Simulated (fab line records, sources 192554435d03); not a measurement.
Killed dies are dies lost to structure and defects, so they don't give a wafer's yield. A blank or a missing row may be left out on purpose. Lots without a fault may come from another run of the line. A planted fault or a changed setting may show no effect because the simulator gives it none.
A struck lot beside a sound one | flow n5_finfet | 28 steps out of a route of 1938
Sound: wafers L901.1, L901.2, L901.5. Struck: wafer L914.3. (L914.1, L914.4 of the same lot were not struck and are left out.) The cause comes at the end.
At each step with rows: each side's tool, then ch and its chambers, then its first start. Under that, the readings that differ: sound wafers | struck wafers | difference of the means | sigmas: that difference in standard deviations of wafers without a fault.
alike: readings whose means differ by less than 2 such deviations, and words and numbers that are the same on both sides. not compared: withheld readings, readings that some wafer has no value for, bounds like >300 that may hide the same value, and numbers for which the record gives no deviation and whose values overlap.
The two part at a step that has a row with sigmas, a row that says differs or no value, or rows on one side only. Numbers that don't overlap but have no deviation are shown without sigmas and don't part them. A reading that every wafer of one side lacks parts them only if that side has two wafers or more.

first, 1 step without rows for these wafers: N5_BEOL_M0_ECD_118 (material Cu, target thk 300 nm).
N5_BEOL_M0_ANNEAL_119: time 90 s.
  sound on rtp_anneal-01 ch 0, day 6 19:21; struck on rtp_anneal-02 ch 0, day 9 23:04
  reading          | sound             | struck | difference | sigmas
  wafer_temp_C_max | 225.9 225.5 225.7 | 227.8  | +2.1       | +3
N5_BEOL_M0_CMP_120: polishes, stops on SiOC, t overpolish 6.9 s.
  sound on cmp-02 ch 0,2,3, day 6 19:39; struck on cmp-02 ch 2, day 9 23:23
  reading                | sound          | struck | difference | sigmas
  time_to_endpoint_s (s) | 61.3 60.5 59.4 | 64.3   | +3.9       | +2
  alike: barrier_field_endpoint_s, motor_current_A, overpolish_run_s, slurry_filter_dp_kPa, slurry_flow_ml_min
then, 3 steps without rows for these wafers: N5_BEOL_M0_PRE_CLEAN_131 (time 15 s); N5_BEOL_M0_CO_CAP_123 (material Co, precursor CCTBA/H2, target thk 2 nm, time 102.1 s); N5_BEOL_M0_PRE_CLEAN_124 (time 15 s).
N5_BEOL_M0_DEP_125: deposits SiCN from 3MS/NH3, target thk 8 nm, time 14 s.
  sound on pecvd-03 ch 0,1,2, day 6 20:08; struck on pecvd-02 ch 2, day 9 23:50
  alike: showerhead_plenum_p_Torr, throttle_valve_pct
N5_BEOL_M0_RS_MEAS_126: measures by four-point-probe.
  sound on film_metro-01, day 6 20:13; struck on film_metro-01, day 9 23:55
  alike: M0_RS
N5_BEOL_M0_INSPECT_127: inspects for defects (darkfield).
  sound on defect_inspect-01, day 6 20:14; struck on defect_inspect-01, day 9 23:56
  alike: raw_defect_count
N5_BEOL_M1_ILD_DEP_00: deposits SiOC from DEMS/O2, target thk 79 nm, time 15.3 s.
  sound on pecvd-02 ch 0,2, day 6 20:16; struck on pecvd-03 ch 2, day 9 23:58
  alike: heater_power_w, showerhead_plenum_p_Torr, throttle_valve_pct
N5_BEOL_M1_THK_MEAS_01:
  sound on film_metro-02, day 6 20:20; struck on film_metro-02, day 10 00:02
  alike: M1_ILD_THK
N5_BEOL_M1_PECVD_72: deposits SiO2 from TEOS/O2, target thk 16 nm, time 18 s.
  sound on pecvd-03 ch 0,1,2, day 6 20:22; struck on pecvd-01 ch 2, day 10 00:05
  reading                | sound          | struck | difference | sigmas
  throttle_valve_pct (%) | 21.9 22.1 23.4 | 20.7   | -1.8       | -3
  alike: heater_power_w, showerhead_plenum_p_Torr
then, 10 steps without rows for these wafers: N5_BEOL_M1_HM_DEP_02 (deposits TiN, target thk 20 nm); N5_BEOL_M1_COAT_61 (time 60 s, resist thk 60 nm); N5_BEOL_M1_COAT_62 (time 60 s, resist thk 12 nm); N5_BEOL_M1_COAT_73 (time 60 s, resist thk 5 nm); N5_BEOL_M1_COAT_05 (resist thk 30 nm); N5_BEOL_M1_EBR_07; N5_BEOL_M1_SOFTBAKE_06 (time 60 s); N5_BEOL_M1_EXPOSE_08 (exposes mask M1); N5_BEOL_M1_PEB_09 (peb time 60 s); N5_BEOL_M1_DEVELOP_10 (develop time 30 s).
N5_BEOL_M1_CD_MEAS_11: target cd 17.05 nm.
  sound on cd_sem-02 ch 0, day 6 21:35; struck on cd_sem-03 ch 0, day 10 01:27
  alike: cd_nm
N5_BEOL_M1_OVL_MEAS_12:
  sound on overlay-02 ch 0, day 6 21:37; struck on overlay-01 ch 0, day 10 01:29
  alike: M1_OVL
N5_BEOL_M1_INSPECT_13: inspects for defects (brightfield).
  sound on defect_inspect-02, day 6 21:40; struck on defect_inspect-02, day 10 01:32
  reading          | sound       | struck | difference | sigmas
  raw_defect_count | 316 409 398 | 1638   | +1264      | +16
N5_BEOL_M1_DESCUM_16: chemistry O2, time 7 s.
  sound on rie_diel-05 ch 1,3, day 6 21:42; struck on rie_diel-03 ch 2, day 10 01:43
  alike: drypump_motor_current_A, o2_flow_sccm, oes_product_au, rf_vpp_V, showerhead_plenum_p_Torr, throttle_valve_pct
  not compared: rf_hours_counter_h
-- the record jumps here: 2 days lie between the struck wafers' starts before and after (it left off in module BEOL_M1 and takes up again in module BEOL_M4, whose first step shown is number 1111 of the route) --
N5_BEOL_M4_RC_MEAS_101:
  sound on prober-02 ch 0, day 8 12:15; struck on prober-02 ch 0, day 12 07:55
  reading       | sound             | struck | difference | sigmas
  ION_N (uA/um) | 657 655 652       | 689    | +34        | +4
  VT_N (mV)     | 253.4 253.2 251.0 | 244.4  | -8.1       | -3
  alike: DIBL_N, DIBL_P, IOFF_N, IOFF_P, ION_P, SS_N, SS_P, VT_P
-- the record jumps here: 4 days lie between the struck wafers' starts before and after (it left off in module BEOL_M4 and takes up again in module PASSIVATION, whose first step shown is number 1936 of the route) --
N5_PASSIVATION_PROBE_49:
  the record has rows for the struck wafers here (prober-02, day 16 14:10) and none for the sound ones

WHERE THEY PART
First at N5_BEOL_M0_ANNEAL_119; last, within this record, at N5_PASSIVATION_PROBE_49.

WHY: what the simulator had put in
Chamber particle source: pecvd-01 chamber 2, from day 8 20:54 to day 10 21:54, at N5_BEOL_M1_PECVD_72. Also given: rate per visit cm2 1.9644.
